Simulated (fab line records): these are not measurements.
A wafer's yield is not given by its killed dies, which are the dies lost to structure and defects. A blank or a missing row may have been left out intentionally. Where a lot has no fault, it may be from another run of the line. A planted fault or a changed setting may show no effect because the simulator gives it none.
A lot that was struck, set against a sound lot + flow nand harc + 13 out of 1302 route steps
Sound: these wafers, L934.3, L934.4, L934.6. Struck: wafers L939.3, L939.4, L939.6. The cause comes at the end.
Per side, at each step with rows, come the tool, then ch with its chambers, and then its first start. Under that, the readings that differ: sound wafers + struck wafers + difference of the means + sigmas: that difference in standard deviations of wafers without a fault.
alike: same words and numbers on both sides, and readings whose means sit less than 2 such deviations apart. not compared: any withheld reading, any reading some wafer has no value for, any bound like >300 that may hide the same value, and any number with overlapping values for which the record gives no deviation.
The two part at a step that has a row with sigmas, a row that says differs or no value, or rows on one side only. When numbers do not overlap yet have no deviation, they are printed without sigmas and do not part them. A reading that every wafer of one side lacks parts them only if that side has two wafers or more.

first, 1 step without rows for these wafers: NHARC_A_SLIT_SRD_20.
NHARC_A_SLIT_CD_MEAS_21:
  sound on cd sem-02, day 21 00:06; struck on cd sem-02, day 22 23:56
  alike: cd nm
then, 3 steps without rows for these wafers: NHARC_A_SIN_REMOVE_WET_00 (chemistry H3PO4, time 15300 s); NHARC_A_SIN_REMOVE_PRECLEAN_01 (cleans in SC1); NHARC_A_SIN_REMOVE_SRD_02.
NHARC_A_SIN_REMOVE_INSPECT_04:
  sound on defect inspect-01, day 21 06:40; struck on defect inspect-02, day 23 06:34
  alike: raw defect count
NHARC_A_WL_FILL_ALD_00: deposits Al2O3, target thk 3 nm, pulse time 3 s, ald cycles 30.
  sound on ald hk-02 ch 1,3, day 21 06:44; struck on ald hk-04 ch 0,1,2, day 23 07:01
  alike: heater power w, precursor pulse height rel
NHARC_A_WL_FILL_RTA_01: time 5 s.
  sound on rtp anneal-01 ch 0, day 21 07:04; struck on rtp anneal-02 ch 0, day 23 07:24
  alike: anneal temp c max, lamp power pct, wafer_temp_C_max
NHARC_A_WL_FILL_ALD_02: deposits TiN, target thk 2 nm, pulse time 3 s, ald cycles 100.
  sound on ald metal-03 ch 0,1, day 21 07:13; struck on ald metal-04 ch 2,3, day 23 07:36
  alike: heater power w, precursor pulse height rel
NHARC_A_WL_FILL_CVD_03: deposits W, target thk 40 nm, time 279 s.
  sound on cvd w-02 ch 0,1, day 21 07:46; struck on cvd w-02 ch 0,1, day 23 08:06
  alike: chamber pressure Torr, heater power w, throttle valve pct
NHARC_A_WL_FILL_ETCHBACK_04: etches the open film in NF3, target depth 60 nm, time 120 s.
  sound on rie metal-01 ch 0,1, day 21 08:05; struck on rie metal-01 ch 0,1, day 23 08:26
| reading               | sound             | struck            | difference | sigmas |
|-----------------------|-------------------|-------------------|------------|--------|
| oes product au (a.u.) | 1.017 0.998 1.013 | 0.836 0.837 0.840 | -0.172     | -19    |
  alike: chamber pressure mTorr, drypump motor current A
  not compared: rf hours counter h
NHARC_A_WL_FILL_ETCHBACK_05: etches the open film in Cl2/BCl3, target depth 22 nm, time 60 s.
  sound on rie metal-01 ch 0,1, day 21 08:17; struck on rie metal-01 ch 0,1, day 23 08:38
  alike: chamber pressure mTorr, drypump motor current A, oes product au
  not compared: rf hours counter h
-- the record jumps here: 4 days lie between the struck wafers' starts before and after (it left off in module A_WL_FILL and takes up again in module END, whose first step shown is number 1302 of the route) --
NHARC_END_SORT_01:
  sound on prober-01 ch 0, day 26 01:40; struck on prober-01 ch 0, day 27 07:58
  alike: killed at array, killed at other, killed at periphery, killed dies, killed open, killed short

== WHERE THEY PART ==
NHARC_A_WL_FILL_ETCHBACK_04 only, going by this record. Later steps at which nothing parts them and some readings are alike: NHARC_A_WL_FILL_ETCHBACK_05, NHARC_END_SORT_01.

WHY: what had been put in by the simulator
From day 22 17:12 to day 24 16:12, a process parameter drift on rie metal-01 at NHARC_A_WL_FILL_ETCHBACK_04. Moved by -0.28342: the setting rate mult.
